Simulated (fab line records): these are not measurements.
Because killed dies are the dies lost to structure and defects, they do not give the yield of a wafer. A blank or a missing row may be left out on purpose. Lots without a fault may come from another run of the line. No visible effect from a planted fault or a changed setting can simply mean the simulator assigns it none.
fab line records	flow n5Finfet
[record] lots = 6	wafers = 18	lastDay = 17
route steps=1938 shown BEOL_M7@1296 PASSIVATION@1936
lots that met no fault: from a run of the same line without faults
startH: hours from the record's opening day to when the first of the lot's shown wafers began	waitH: how many hours have passed since the lot's step before this one	" repeats the value in the row above	L1.1+2: a single row standing in for several wafers	- no value present, or no start provided	* or withheld: withheld	< > ~ a bound
route shown NAME@n: names a module that has steps shown in the file, with the first one's number in the route	usual: average and standard deviation across the fault-free wafers	same: alike in all rows	chamber/n: place in a boat	sites: the reading at each site	_std_site: standard deviation of those values	_edge_site: mean of outer sites minus mean of inner sites	radiusMm: how far each site lies from the wafer's centre	mask NAME#n: copy n	behind: tool/chamber where the wafer was last shaped	hold: the reason the lot was held/the length of the hold in hours/how it ended	device: names the non-switching transistor (n, p or np)	end of line: tests of these same wafers at the route's end	for a step that has no rows: nothing shown but its recipe	killed: at the first sort, the dies lost to defects and structure; wafer yield is something else	map: per-die view of a wafer (x killed, . not killed, _ where there is no die)
set.NAME: the setting that was run; set.NAME@STEP: the one run at that earlier step	model.NAME: the simulator's own value behind a step, which no gauge read
certain route steps with their lots: each step a table, each wafer a row
services: the hour from which a tool's chamber was out of use, counted from the record's first day as startH (under 0 if before that day), plus the number of hours and why
[[steps]]
[step N5_BEOL_M7_CD_MEAS_28]
[recipe] targetCdNm = 40	landingEnergyEv = 500	detector = seInlens
[usual] cdNm = 40.07/0.27
lot.wafer	tool	chamber	startH	waitH	cdNm
L574.2	cdSem-03	0	188.24	-	40.17
L574.4	"	0	"	"	40.25
L574.6	"	0	"	"	40.12
L575.1	cdSem-02	0	194.70	-	39.49
L575.3	"	0	"	"	39.52
L575.5	"	0	"	"	39.87
L587.4	cdSem-02	0	273.17	-	40.31
L587.5	"	0	"	"	40.36
L587.6	"	0	"	"	40.36
L591.3	cdSem-02	0	293.52	-	40.19
L591.4	"	0	"	"	40.26
L591.5	"	0	"	"	39.88
L595.2	cdSem-01	0	318.52	-	40.21
L595.4	"	0	"	"	40.53
L595.5	"	0	"	"	40.16
L596.1	cdSem-03	0	330.53	-	40.52
L596.4	"	0	"	"	39.87
L596.5	"	0	"	"	39.81
[step N5_BEOL_M7_OVL_MEAS_29]
[recipe] pointsPerWafer = 522
[usual] V6_OVL = -0.4/0.7
lot.wafer	tool	chamber	startH	waitH	V6_OVL[nm]
L574.2	overlay-01	0	188.28	0.0	-0.1
L574.4	"	0	"	"	-0.5
L574.6	"	0	"	"	-0.5
L575.1	overlay-02	0	194.73	0.0	0.0
L575.3	"	0	"	"	-0.2
L575.5	"	0	"	"	0.1
L587.4	overlay-02	0	273.21	0.0	-0.3
L587.5	"	0	"	"	0.2
L587.6	"	0	"	"	-0.8
L591.3	overlay-01	0	293.56	0.0	-0.7
L591.4	"	0	"	"	-1.1
L591.5	"	0	"	"	-0.7
L595.2	overlay-02	0	318.55	0.0	-1.0
L595.4	"	0	"	"	0.4
L595.5	"	0	"	"	0.4
L596.1	overlay-02	0	330.56	0.0	-0.1
L596.4	"	0	"	"	-0.9
L596.5	"	0	"	"	-0.6
[step N5_BEOL_M7_INSPECT_30]
[recipe] mode = adi	inspectInstrument = brightfield
[usual] rawDefectCount = 422/100
lot.wafer	tool	chamber	startH	waitH	rawDefectCount
L574.2	defectInspect-02	-	188.33	0.0	387
L574.4	"	-	"	"	476
L574.6	"	-	"	"	403
L575.1	defectInspect-01	-	194.79	0.1	438
L575.3	"	-	"	"	349
L575.5	"	-	"	"	357
L587.4	defectInspect-02	-	273.26	0.0	613
L587.5	"	-	"	"	483
L587.6	"	-	"	"	556
L591.3	defectInspect-01	-	293.62	0.1	501
L591.4	"	-	"	"	527
L591.5	"	-	"	"	418
L595.2	defectInspect-02	-	318.61	0.0	366
L595.4	"	-	"	"	411
L595.5	"	-	"	"	511
L596.1	defectInspect-02	-	330.61	0.1	733
L596.4	"	-	"	"	630
L596.5	"	-	"	"	574
[step N5_BEOL_M7_DESCUM_33]
[recipe] chemistry = O2	timeS = 7	sourcePowerW = 50	biasPowerW = 20	pressureMtorr = 20	rfFrequencyHz = 2.712e+07	tempC = 40	resist = CAR-EUV	o2FlowSccm = 225
[step N5_BEOL_M7_ETCH_72]
[recipe] chemistry = N2/H2	target = underlayer	targetDepthA = 65	maskMaterial = CAR-EUV	timeS = 5.2	ionEnergyEv = 200	pressureMtorr = 30	sourceW = 840	biasW = 150	n2FlowSccm = 200	h2FlowSccm = 200	ends = cleared
[step N5_BEOL_M7_ETCH_65]
[recipe] chemistry = CF4	target = SiARC	targetDepthA = 156	maskMaterial = CAR-EUV	timeS = 26	ionEnergyEv = 80	pressureMtorr = 40	sourceW = 545	biasW = 36	Ar_flow_sccm = 100	cf4FlowSccm = 100	ends = cleared
[usual] biasW = 36.00/0.11	drypumpMotorCurrentA = 5.8/0.34	etchRfOnTimeS = 25.9/1.1	oesProductAu = 0.65/0.076	rfVppV = 183.9/1.2	showerheadPlenumPTorr = 2.13/0.066	throttleValvePct = 15.71/0.26
lot.wafer	tool	chamber	startH	waitH	biasW	drypumpMotorCurrentA	etchRfOnTimeS	oesProductAu	rfHoursCounterH	rfVppV	showerheadPlenumPTorr	throttleValvePct
L574.2	rieDiel-01	0	188.42	0.0	35.90	5.6	25.3	0.60	240	183.1	2.11	15.63
L574.4	"	3	"	"	36.07	5.4	28.2	0.60	170	184.5	2.15	15.75
L574.6	"	0	"	"	35.88	5.7	25.3	0.60	-	183.2	2.11	15.63
L575.1	rieDiel-03	0	194.87	0.0	36.02	5.7	27.7	0.60	189	185.2	2.20	15.66
L575.3	"	3	"	"	35.93	5.8	24.8	0.63	196	182.1	2.04	15.67
L575.5	"	3	"	"	36.18	5.7	24.8	0.64	-	183.3	2.04	15.66
L587.4	rieDiel-03	0	273.34	0.0	35.97	5.7	28.1	0.59	210	183.6	2.19	15.72
L587.5	"	2	"	"	35.94	6.0	24.8	0.82	-	185.4	2.25	15.52
L587.6	"	3	"	"	36.17	5.8	25.1	0.62	-	181.7	2.03	15.69
L591.3	rieDiel-03	3	293.70	0.0	35.94	5.8	24.6	0.62	225	183.5	2.03	15.70
L591.4	"	0	"	"	36.14	5.7	27.5	0.59	217	186.0	2.19	15.72
L591.5	"	1	"	"	35.97	6.3	25.9	0.63	-	184.6	2.22	16.04
L595.2	rieDiel-02	1	318.69	0.0	35.81	5.8	25.8	0.73	68	183.9	2.10	15.53
L595.4	"	2	"	"	35.85	5.1	25.8	0.57	244	185.7	2.10	15.93
L595.5	"	2	"	"	35.96	5.1	25.5	0.57	-	183.4	2.10	15.91
L596.1	rieDiel-01	2	330.70	0.0	35.93	6.2	26.0	0.62	204	182.5	2.04	15.71
L596.4	"	0	"	"	36.27	5.6	24.4	0.82	10	183.3	2.11	15.14
L596.5	"	0	"	"	36.03	5.7	24.4	0.82	-	183.2	2.11	15.14
[step N5_BEOL_M7_ETCH_66]
[recipe] chemistry = N2/H2	target = SOC	targetDepthA = 800	overetchA = 160	maskMaterial = SiARC	tempC = 40	timeS = 120	ionEnergyEv = 200	pressureMtorr = 30	sourceW = 840	biasW = 150	n2FlowSccm = 200	h2FlowSccm = 200
[usual] biasW = 150.0/0.44	drypumpMotorCurrentA = 5.8/0.35	oesProductAu = 0.58/0.06	rfVppV = 523.7/2.5	showerheadPlenumPTorr = 2.53/0.087	throttleValvePct = 17.9/0.3
lot.wafer	tool	chamber	startH	waitH	biasW	drypumpMotorCurrentA	oesProductAu	rfHoursCounterH	rfVppV	showerheadPlenumPTorr	throttleValvePct
L574.2	rieDiel-01	0	188.44	0.0	149.9	5.7	0.53	240	522.8	2.50	17.7
L574.4	"	3	"	"	150.6	5.5	0.57	170	522.5	2.53	17.9
L574.6	"	0	"	"	150.6	5.7	0.52	-	524.0	2.50	17.7
L575.1	rieDiel-03	0	194.90	0.0	150.2	5.7	0.56	189	526.6	2.63	17.8
L575.3	"	3	"	"	149.4	5.7	0.55	196	521.3	2.39	17.7
L575.5	"	3	"	"	149.7	5.7	0.55	-	521.6	2.39	17.6
L587.4	rieDiel-03	0	273.37	0.0	150.2	5.7	0.55	210	526.3	2.62	17.9
L587.5	"	2	"	"	151.0	6.0	0.72	-	528.4	2.68	17.7
L587.6	"	3	"	"	150.5	5.8	0.54	-	520.9	2.38	17.7
L591.3	rieDiel-03	3	293.73	0.0	149.9	5.8	0.54	225	521.7	2.38	17.7
L591.4	"	0	"	"	150.3	5.7	0.55	217	526.9	2.62	17.9
L591.5	"	1	"	"	149.5	6.3	0.56	-	526.2	2.63	18.2
L595.2	rieDiel-02	1	318.72	0.0	150.1	5.7	0.66	68	521.8	2.46	17.6
L595.4	"	2	"	"	149.7	5.1	0.51	244	522.4	2.51	18.1
L595.5	"	2	"	"	150.2	5.1	0.51	-	522.9	2.51	18.1
L596.1	rieDiel-01	2	330.73	0.0	149.6	6.3	0.55	204	519.8	2.44	18.1
L596.4	"	0	"	"	149.9	5.7	0.71	10	523.2	2.49	17.2
L596.5	"	0	"	"	150.0	5.7	0.70	-	522.6	2.50	17.2
[step N5_BEOL_M7_STRIP_69]
[recipe] chemistry = N2/H2	tempC = 40	n2FlowSccm = 200	h2FlowSccm = 200	rfFrequencyHz = 6e+07
[step N5_BEOL_M7_STRIP_73]
[recipe] chemistry = N2/H2	tempC = 40	n2FlowSccm = 200	h2FlowSccm = 200	rfFrequencyHz = 6e+07
[step N5_BEOL_M7_VIA_ETCH_34]
[recipe] chemistry = C4F6/O2	target = SiCOH_lowk	targetDepthA = 1255	maskMaterial = SOC	taperDeg = 4	timeS = 50.5	ionEnergyEv = 250	pressureMtorr = 30	sourceW = 345	biasW = 185	Ar_flow_sccm = 300	C4F6_flow_sccm = 10	O2_flow_sccm = 10
[usual] biasW = 185.0/0.56	drypumpMotorCurrentA = 5.8/0.35	oesProductAu = 0.76/0.086	rfVppV = 665/25	showerheadPlenumPTorr = 2.84/0.094	throttleValvePct = 20.97/0.29
lot.wafer	tool	chamber	startH	waitH	biasW	drypumpMotorCurrentA	oesProductAu	rfHoursCounterH	rfVppV	showerheadPlenumPTorr	throttleValvePct
L574.2	rieDiel-01	0	188.54	0.0	184.5	5.7	0.69	240	689	2.80	20.78
L574.4	"	3	"	"	184.0	5.4	0.71	170	674	2.86	21.03
L574.6	"	0	"	"	185.0	5.7	0.69	-	690	2.80	20.76
L575.1	rieDiel-03	0	195.00	0.0	185.6	5.7	0.71	189	700	2.92	20.85
L575.3	"	3	"	"	185.0	5.7	0.73	196	623	2.70	20.84
L575.5	"	3	"	"	184.9	5.7	0.73	-	622	2.70	20.86
L587.4	rieDiel-03	0	273.47	0.0	186.0	5.7	0.70	210	698	2.91	20.87
L587.5	"	2	"	"	184.7	6.0	0.94	-	668	3.00	20.88
L587.6	"	3	"	"	185.1	5.7	0.71	-	623	2.69	20.89
L591.3	rieDiel-03	3	293.83	0.0	185.7	5.8	0.72	225	622	2.69	20.90
L591.4	"	0	"	"	186.5	5.7	0.70	217	700	2.91	20.88
L591.5	"	1	"	"	185.6	6.3	0.74	-	671	2.94	21.35
L595.2	rieDiel-02	1	318.82	0.0	185.3	5.8	0.86	68	677	2.77	20.71
L595.4	"	2	"	"	184.7	5.1	0.66	244	670	2.79	21.08
L595.5	"	2	"	"	185.0	5.1	0.67	-	670	2.79	21.08
L596.1	rieDiel-01	2	330.83	0.0	185.6	6.3	0.72	204	695	2.69	20.76
L596.4	"	0	"	"	185.3	5.7	0.96	10	687	2.79	20.34
L596.5	"	0	"	"	185.5	5.7	0.96	-	689	2.79	20.33
[step N5_BEOL_M7_STRIP_76]
[recipe] chemistry = C4F6/O2	resist = SiARC	rfFrequencyHz = 6e+07
[step N5_BEOL_M7_STRIP_36]
[recipe] chemistry = N2/H2	powerW = 450	tempC = 40	pressureMtorr = 20	rfFrequencyHz = 6e+07	overashFraction = 0.3	biasPowerW = 7	h2Frac = 0.5	n2FlowSccm = 200	h2FlowSccm = 200
[usual] drypumpMotorCurrentA = 5.8/0.34	oesProductAu = 0.76/0.086	rfVppV = 58.9/1.4	showerheadPlenumPTorr = 2.53/0.087	throttleValvePct = 23.6/0.44
lot.wafer	tool	chamber	startH	waitH	drypumpMotorCurrentA	oesProductAu	rfHoursCounterH	rfVppV	showerheadPlenumPTorr	throttleValvePct
L574.2	rieDiel-01	0	188.60	0.0	5.7	0.69	240	59.3	2.50	23.3
L574.4	"	3	"	"	5.4	0.72	170	60.2	2.53	23.7
L574.6	"	0	"	"	5.7	0.70	-	58.4	2.50	23.4
L575.1	rieDiel-03	0	195.05	0.0	5.7	0.73	189	60.4	2.63	23.5
L575.3	"	3	"	"	5.7	0.73	196	55.6	2.39	23.3
L575.5	"	3	"	"	5.8	0.74	-	56.5	2.39	23.3
L587.4	rieDiel-03	0	273.53	0.0	5.7	0.71	210	57.6	2.62	23.5
L587.5	"	2	"	"	6.0	0.95	-	60.9	2.67	23.5
L587.6	"	3	"	"	5.8	0.71	-	57.5	2.38	23.3
L591.3	rieDiel-03	3	293.88	0.0	5.8	0.71	225	58.9	2.38	23.3
L591.4	"	0	"	"	5.7	0.71	217	61.4	2.62	23.5
L591.5	"	1	"	"	6.2	0.73	-	60.5	2.62	24.1
L595.2	rieDiel-02	1	318.87	0.0	5.7	0.86	68	59.4	2.46	23.3
L595.4	"	2	"	"	5.1	0.64	244	57.3	2.50	23.6
L595.5	"	2	"	"	5.1	0.66	-	59.1	2.50	23.6
L596.1	rieDiel-01	2	330.88	0.0	6.3	0.71	204	57.7	2.43	24.1
L596.4	"	0	"	"	5.7	0.95	10	59.4	2.49	22.8
L596.5	"	0	"	"	5.6	0.95	-	57.8	2.49	22.8
[step N5_BEOL_M7_TRENCH_ETCH_37]
[recipe] chemistry = C4F6/O2	targetDepthA = 934.78	target = SiCOH_lowk	timeS = 31.2	ionEnergyEv = 250	pressureMtorr = 30	sourceW = 345	biasW = 185	Ar_flow_sccm = 300	C4F6_flow_sccm = 10	O2_flow_sccm = 10
[usual] biasW = 185.0/0.48	drypumpMotorCurrentA = 5.8/0.34	oesProductAu = 0.76/0.087	rfVppV = 665/25	showerheadPlenumPTorr = 2.84/0.094	throttleValvePct = 21.00/0.29
lot.wafer	tool	chamber	startH	waitH	biasW	drypumpMotorCurrentA	oesProductAu	rfHoursCounterH	rfVppV	showerheadPlenumPTorr	throttleValvePct
L574.2	rieDiel-01	0	188.64	-	184.6	5.7	0.70	240	689	2.80	20.79
L574.4	"	3	"	"	185.1	5.4	0.72	170	674	2.86	21.07
L574.6	"	0	"	"	184.9	5.7	0.70	-	689	2.80	20.79
L575.1	rieDiel-03	0	195.09	-	185.3	5.7	0.72	189	700	2.92	20.86
L575.3	"	3	"	"	185.2	5.7	0.74	196	623	2.70	20.89
L575.5	"	3	"	"	184.7	5.7	0.73	-	624	2.70	20.90
L587.4	rieDiel-03	0	273.57	-	203.3	5.7	0.71	210	750	2.91	20.89
L587.5	"	2	"	"	185.7	6.0	0.95	-	669	3.00	20.92
L587.6	"	3	"	"	185.1	5.7	0.72	-	622	2.69	20.92
L591.3	rieDiel-03	3	293.92	-	184.7	5.8	0.72	225	623	2.69	20.94
L591.4	"	0	"	"	202.5	5.7	0.71	217	749	2.90	20.92
L591.5	"	1	"	"	184.9	6.3	0.73	-	671	2.94	21.37
L595.2	rieDiel-02	1	318.91	-	184.9	5.8	0.85	68	674	2.77	20.76
L595.4	"	2	"	"	184.7	5.1	0.66	244	670	2.79	21.11
L595.5	"	2	"	"	185.5	5.2	0.67	-	671	2.79	21.12
L596.1	rieDiel-01	2	330.92	-	185.0	6.3	0.73	204	694	2.69	20.81
L596.4	"	0	"	"	185.1	5.6	0.97	10	688	2.79	20.35
L596.5	"	0	"	"	184.9	5.7	0.97	-	687	2.79	20.37
[step N5_BEOL_M7_ETCH_41]
[recipe] chemistry = CH3F/O2	target = SiCN	targetDepthA = 319	taperDeg = 2	timeS = 57.8	ionEnergyEv = 120	maskMaterial = TiN	pressureMtorr = 30	sourceW = 395	biasW = 75	Ar_flow_sccm = 150	CH3F_flow_sccm = 30	O2_flow_sccm = 20
[usual] biasW = 75.04/0.24	drypumpMotorCurrentA = 5.8/0.34	oesProductAu = 0.76/0.087	rfVppV = 297.3/1.6	showerheadPlenumPTorr = 1.99/0.067	throttleValvePct = 16.41/0.25
lot.wafer	tool	chamber	startH	waitH	biasW	drypumpMotorCurrentA	oesProductAu	rfHoursCounterH	rfVppV	showerheadPlenumPTorr	throttleValvePct
L574.2	rieDiel-01	0	-	-	74.65	5.7	0.69	240	297.8	1.97	16.31
L574.4	"	3	"	"	74.71	5.4	0.71	170	297.5	2.00	16.43
L574.6	"	0	"	"	74.91	5.7	0.69	-	295.8	1.97	16.28
L575.1	rieDiel-03	0	-	-	75.09	5.7	0.72	189	298.0	2.06	16.36
L575.3	"	3	"	"	74.71	5.7	0.74	196	295.7	1.90	16.37
L575.5	"	3	"	"	75.02	5.7	0.73	-	295.6	1.90	16.36
L587.4	rieDiel-03	0	-	-	75.54	5.7	0.69	210	299.7	2.05	16.39
L587.5	"	2	"	"	75.13	6.0	0.94	-	299.4	2.12	16.29
L587.6	"	3	"	"	75.04	5.7	0.71	-	294.5	1.89	16.41
L591.3	rieDiel-03	3	-	-	74.93	5.8	0.71	225	294.7	1.89	16.43
L591.4	"	0	"	"	75.39	5.7	0.71	217	297.8	2.05	16.40
L591.5	"	1	"	"	75.10	6.3	0.73	-	299.2	2.07	16.73
L595.2	rieDiel-02	1	-	-	75.00	5.8	0.85	68	296.3	1.95	16.16
L595.4	"	2	"	"	75.31	5.1	0.65	244	297.2	1.96	16.61
L595.5	"	2	"	"	75.04	5.1	0.66	-	295.9	1.96	16.62
L596.1	rieDiel-01	2	-	-	74.90	6.3	0.72	204	295.9	1.89	16.30
L596.4	"	0	"	"	74.92	5.6	0.96	10	297.4	1.96	15.80
L596.5	"	0	"	"	74.52	5.7	0.96	-	297.4	1.96	15.81
[step N5_PASSIVATION_PROBE_49]
[usual] defectLimitedYield = 91.8/1.5	killed_at_M0_to_M3 = 33/11	killed_at_M4_up = 13/5	killedAtContacts = 11/5.6	killedAtFrontEnd = 36/12	killedAtOther = 3.4/2.5	killedDies = 97/18	killedOpen = 64/13	killedShort = 31/6.9	sort_bin_4_leakage = 0.01/0.048	sort_bin_5_function = 4.8/1	sort_bin_6_memory = 3.1/0.64	sort_bin_8_speed = 0.00/0.014	sortNPass = 1083/18	sortYieldPct = 91.8/1.5
[same] grossDies = 1180	killedAtBackSide = 0
lot.wafer	tool	chamber	startH	waitH	defectLimitedYield[%]	killed_at_M0_to_M3	killed_at_M4_up	killedAtContacts	killedAtFrontEnd	killedAtOther	killedDies	killedOpen	killedShort	sort_bin_4_leakage[%]	sort_bin_5_function[%]	sort_bin_6_memory[%]	sort_bin_8_speed[%]	sortNPass	sortYieldPct[%]
L574.2	prober-02	-	266.97	0.1	93.4	31	15	16	14	2	78	59	18	0	4.2	2.4	0	1102	93.4
L574.4	prober-02	-	267.07	0.2	93.1	26	12	15	28	1	82	57	24	0	3.6	3.2	0	1098	93.1
L574.6	prober-02	-	267.17	0.3	93.6	28	15	7	25	0	75	50	24	0.08	4.1	2.3	0	1104	93.6
L575.1	prober-02	-	277.14	0.0	92.9	34	11	6	28	5	84	58	26	0	4.4	2.5	0	1096	92.9
L575.3	prober-02	-	277.24	0.1	94.6	19	16	6	22	1	64	45	17	0	2.6	2.5	0.08	1116	94.6
L575.5	prober-02	-	277.34	0.2	93.6	24	18	7	23	3	75	43	31	0	3.8	2.1	0	1105	93.6
L587.4	prober-02	-	348.07	0.2	90.8	40	18	17	29	4	108	72	33	0	5.8	2.9	0	1072	90.8
L587.5	prober-02	-	348.12	0.2	91.8	24	17	23	30	3	97	63	31	0	5.3	2.5	0	1083	91.8
L587.6	prober-02	-	348.17	0.3	91.9	22	14	20	34	6	96	60	34	0	4.9	3.1	0	1084	91.9
L591.3	prober-02	-	370.18	0.1	89.7	49	17	10	42	3	121	83	36	0	6.6	3.3	0	1059	89.7
L591.4	prober-02	-	370.23	0.2	92.3	31	15	15	30	0	91	61	30	0	4.2	3.3	0	1089	92.3
L591.5	prober-02	-	370.28	0.2	90.6	39	19	21	26	6	111	65	42	0	5.6	3.1	0	1069	90.6
L595.2	prober-01	-	393.32	0.1	90.7	29	23	16	35	7	110	75	33	0	6.2	2.6	0	1070	90.7
L595.4	prober-01	-	393.42	0.2	89.2	26	16	9	72	4	127	76	45	0	6.2	3.7	0	1053	89.2
L595.5	prober-01	-	393.47	0.2	89.8	28	17	9	63	3	120	74	43	0	6.0	3.8	0	1060	89.8
L596.1	prober-02	-	409.38	0.0	93.8	16	20	6	27	4	73	51	22	0	3.6	2.6	0	1107	93.8
L596.4	prober-02	-	409.53	0.2	91.9	34	16	10	33	2	95	68	27	0	4.2	3.6	0	1085	91.9
L596.5	prober-02	-	409.58	0.2	91.6	36	13	20	28	2	99	69	29	0	4.2	3.6	0	1081	91.6
// killed by level:class
L574.2 BEOL_M3:geometricParticle:open=12 MOL_CONTACT_COAG:geometricParticle:open=11 BEOL_M4:geometricParticle:open=6 BEOL_M1:geometricParticle:open=6 MOL_CONTACT_COAG:geometricParticle:short=5 BEOL_M0_SAQP:geometricParticle:open=5 FIN_SAQP:geometricParticle:open=4 BEOL_M2:geometricParticle:open=4
L574.4 MOL_CONTACT_COAG:geometricParticle:open=13 BEOL_M3:geometricParticle:open=6 FIN_SAQP:geometricParticle:open=5 FIN_SAQP:geometricParticle:short=5 STI_FIN_REVEAL:geometricParticle:open=4 BEOL_M0_SAQP:geometricParticle:short=4 BEOL_M0:geometricParticle:open=4 GATE_CUT:geometricParticle:open=3
L574.6 BEOL_M3:geometricParticle:open=9 MOL_CONTACT_COAG:geometricParticle:open=6 BEOL_M1:geometricParticle:open=6 FIN_SAQP:geometricParticle:open=5 BEOL_M4:geometricParticle:open=5 FIN_SAQP:geometricParticle:short=4 BEOL_M0:geometricParticle:open=4 GATE_CUT:geometricParticle:short=3
L575.1 BEOL_M1:geometricParticle:open=10 BEOL_M0_SAQP:geometricParticle:short=7 GATE_CUT:geometricParticle:short=6 BEOL_M0_SAQP:geometricParticle:open=6 FIN_SAQP:geometricParticle:short=5 BEOL_M2:geometricParticle:open=5 DUMMY_GATE:geometricParticle:open=4 MOL_CONTACT_COAG:geometricParticle:open=4
L575.3 BEOL_M4:geometricParticle:open=9 BEOL_M1:geometricParticle:open=7 GATE_CUT:geometricParticle:short=6 MOL_CONTACT_COAG:geometricParticle:open=6 BEOL_M2:geometricParticle:open=6 STARTING-WAFER:geometricParticle:short=4 STI_FIN_REVEAL:geometricParticle:open=3 GATE_CUT:geometricParticle:open=3
L575.5 BEOL_M4:geometricParticle:open=10 GATE_CUT:geometricParticle:short=8 BEOL_M3:geometricParticle:open=8 MOL_CONTACT_COAG:geometricParticle:open=7 BEOL_M0_SAQP:geometricParticle:open=4 BEOL_M1:geometricParticle:open=4 BEOL_M4:geometricParticle:short=4 STI_FIN_REVEAL:geometricParticle:open=3
L587.4 BEOL_M0_SAQP:geometricParticle:short=15 BEOL_M0_SAQP:geometricParticle:open=13 MOL_CONTACT_COAG:geometricParticle:open=10 BEOL_M1:geometricParticle:open=8 FIN_SAQP:geometricParticle:open=7 STI_FIN_REVEAL:geometricParticle:open=7 BEOL_M4:geometricParticle:open=6 MOL_CONTACT_COAG:geometricParticle:short=5
L587.5 MOL_CONTACT_COAG:geometricParticle:open=18 BEOL_M0_SAQP:geometricParticle:short=8 BEOL_M0_SAQP:geometricParticle:open=7 FIN_SAQP:geometricParticle:open=6 DUMMY_GATE:geometricParticle:open=6 MOL_CONTACT_COAG:geometricParticle:short=5 FIN_SAQP:geometricParticle:short=4 STI_FIN_REVEAL:geometricParticle:open=4
L587.6 MOL_CONTACT_COAG:geometricParticle:open=17 BEOL_M0_SAQP:geometricParticle:open=11 FIN_SAQP:geometricParticle:short=10 FIN_SAQP:geometricParticle:open=8 BEOL_M0_SAQP:geometricParticle:short=8 DUMMY_GATE:geometricParticle:open=6 BEOL_M5:geometricParticle:open=4 BEOL_M4:geometricParticle:open=3
L591.3 BEOL_M3:geometricParticle:open=12 BEOL_M2:geometricParticle:open=10 MOL_CONTACT_COAG:geometricParticle:open=10 FIN_SAQP:geometricParticle:open=7 STI_FIN_REVEAL:geometricParticle:open=7 GATE_CUT:geometricParticle:short=7 BEOL_M1:geometricParticle:open=7 BEOL_M0_SAQP:geometricParticle:open=6
L591.4 MOL_CONTACT_COAG:geometricParticle:open=10 FIN_SAQP:geometricParticle:open=6 BEOL_M0_SAQP:geometricParticle:open=6 BEOL_M0_SAQP:geometricParticle:short=6 GATE_CUT:geometricParticle:short=5 MOL_CONTACT_COAG:geometricParticle:short=5 BEOL_M3:geometricParticle:open=5 BEOL_M0:geometricParticle:open=5
L591.5 MOL_CONTACT_COAG:geometricParticle:open=15 BEOL_M0_SAQP:geometricParticle:short=9 BEOL_M0_SAQP:geometricParticle:open=7 FIN_SAQP:geometricParticle:short=6 STI_FIN_REVEAL:geometricParticle:open=6 BEOL_M2:geometricParticle:open=6 BEOL_M1:geometricParticle:open=5 MOL_CONTACT_COAG:geometricParticle:short=5
L595.2 MOL_CONTACT_COAG:geometricParticle:open=12 BEOL_M3:geometricParticle:open=9 BEOL_M4:geometricParticle:open=8 DUMMY_GATE:geometricParticle:open=7 BEOL_M5:geometricParticle:open=7 BEOL_M0_SAQP:geometricParticle:open=6 FIN_SAQP:geometricParticle:short=5 BEOL_M2:geometricParticle:open=5
L595.4 FIN_SAQP:geometricParticle:short=16 BEOL_M2:geometricParticle:open=10 MOL_CONTACT_COAG:geometricParticle:open=9 GATE_CUT:geometricParticle:open=8 GATE_CUT:geometricParticle:short=8 FIN_SAQP:geometricParticle:open=7 STI_FIN_REVEAL:geometricParticle:open=7 HKMG_FIN:areaEtch=6
L595.5 FIN_SAQP:geometricParticle:open=20 FIN_SAQP:geometricParticle:short=14 MOL_CONTACT_COAG:geometricParticle:open=8 BEOL_M0_SAQP:geometricParticle:open=7 BEOL_M0:geometricParticle:open=7 BEOL_M0_SAQP:geometricParticle:short=6 BEOL_M4:geometricParticle:open=6 STI_FIN_REVEAL:geometricParticle:open=5
L596.1 BEOL_M4:geometricParticle:open=9 STI_FIN_REVEAL:geometricParticle:open=7 BEOL_M0_SAQP:geometricParticle:open=7 FIN_SAQP:geometricParticle:short=5 FIN_SAQP:geometricParticle:open=5 MOL_CONTACT_COAG:geometricParticle:open=4 BEOL_M3:geometricParticle:open=4 DUMMY_GATE:geometricParticle:open=3
L596.4 BEOL_M3:geometricParticle:open=18 BEOL_M4:geometricParticle:open=11 DUMMY_GATE:geometricParticle:open=7 MOL_CONTACT_COAG:geometricParticle:open=7 STI_FIN_REVEAL:geometricParticle:open=6 BEOL_M2:geometricParticle:open=5 FIN_SAQP:geometricParticle:short=4 BEOL_M0_SAQP:geometricParticle:short=4
L596.5 MOL_CONTACT_COAG:geometricParticle:open=16 BEOL_M0_SAQP:geometricParticle:open=10 BEOL_M0_SAQP:geometricParticle:short=9 STI_FIN_REVEAL:geometricParticle:open=7 DUMMY_GATE:geometricParticle:open=6 MOL_CONTACT_COAG:geometricParticle:short=4 BEOL_M2:geometricParticle:open=4 BEOL_M3:geometricParticle:open=4
[[services]]
tool	chamber	startH	hours	kind
rieDiel-01	3	176.74	8.3	repair
rieDiel-03	2	181.29	-	clean
rieDiel-03	2	181.29	-	consumableReplace:focusRing
rieDiel-03	2	181.29	-	consumableReplace:showerhead
rieDiel-03	2	181.29	19.7	scheduledDown
rieDiel-03	2	181.29	19.7	ventCycle
rieDiel-03	-	234.90	15.6	pm
rieDiel-01	0	270.83	-	clean
rieDiel-01	0	270.83	-	consumableReplace:focusRing
rieDiel-01	0	270.83	24.0	scheduledDown
rieDiel-01	0	270.83	24.0	ventCycle
rieDiel-01	-	300.50	2.8	pm
[[key]]
[firstSign] step = N5_BEOL_M7_TRENCH_ETCH_37	reading = biasW	direction = up	sigmas = 37	usual = *	struck = *
[effect] step = N5_BEOL_M7_TRENCH_ETCH_37	reading = rfVppV	direction = up	sigmas = 3.4	usual = 665	struck = 749
metAt N5_BEOL_M7_TRENCH_ETCH_37
struckWafers L587.4,L591.4
onsetBetween 195.09 273.57
[fault] kind = processParameterDrift	tool = rieDiel-03	chamber = 0	onsetH = 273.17	steps = N5_BEOL_M7_TRENCH_ETCH_37	channel = biasW	offset = *	shape = step	endH = 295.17	actsIn = *	stated = *
